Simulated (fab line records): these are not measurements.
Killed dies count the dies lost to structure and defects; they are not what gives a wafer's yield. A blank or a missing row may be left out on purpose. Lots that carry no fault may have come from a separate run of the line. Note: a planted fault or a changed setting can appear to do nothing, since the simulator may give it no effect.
Chamber matching + flow n5-finfet + 4 sister chambers for N5_BEOL_M6_ALD_77 on ald-metal-02
The step deposits TaN, target thk 2 nm, pulse time 2 s, purge time 3 s. 4 wafers are shown with their chamber, then 9 later ones without.

== WAFERS PAIRED WITH THEIR CHAMBERS ==
| wafer  | chamber | heater-power-w (W) |
|--------|---------|--------------------|
| L091.3 | 2       | 457                |
| L090.3 | 0       | 382                |
| L090.4 | 1       | 377                |
| L090.6 | 3       | 336                |

== WAFERS WITHOUT THEIR CHAMBER ==
| wafer  | heater-power-w (W) |
|--------|--------------------|
| L092.1 | 460                |
| L092.2 | 389                |
| L092.5 | 465                |
| L095.2 | 350                |
| L095.5 | 458                |
| L095.6 | 386                |
| L096.4 | 335                |
| L096.5 | 340                |
| L096.6 | 458                |

== THE CHAMBER EACH PASSED THROUGH ==
| wafer  | from the rows above     | in truth |
|--------|-------------------------|----------|
| L092.1 | 2                       | 2        |
| L092.2 | can't be placed: 0 or 1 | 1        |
| L092.5 | 2                       | 2        |
| L095.2 | 3                       | 3        |
| L095.5 | 2                       | 2        |
| L095.6 | can't be placed: 0 or 1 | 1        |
| L096.4 | 3                       | 3        |
| L096.5 | 3                       | 3        |
| L096.6 | 2                       | 2        |
Correctly placed: 7 of 9. Cannot be placed on the basis of these rows: 2; the candidates contain the true chamber in 2. Placed wrongly: 0.
How it was worked out, from the rows above alone: a wafer's distance from a chamber is the root of the sum, over the readings, of the square of ((its reading less the chamber's mean) divided by the reading's scatter). If the next closest chamber is less than 2 further off than the closest, the wafer can't be placed; otherwise it belongs to the closest. Each chamber's mean is taken over the wafers shown for it. The scatter: root of mean squared gap, hidden wafer to nearest shown wafer, with one shown wafer a chamber.
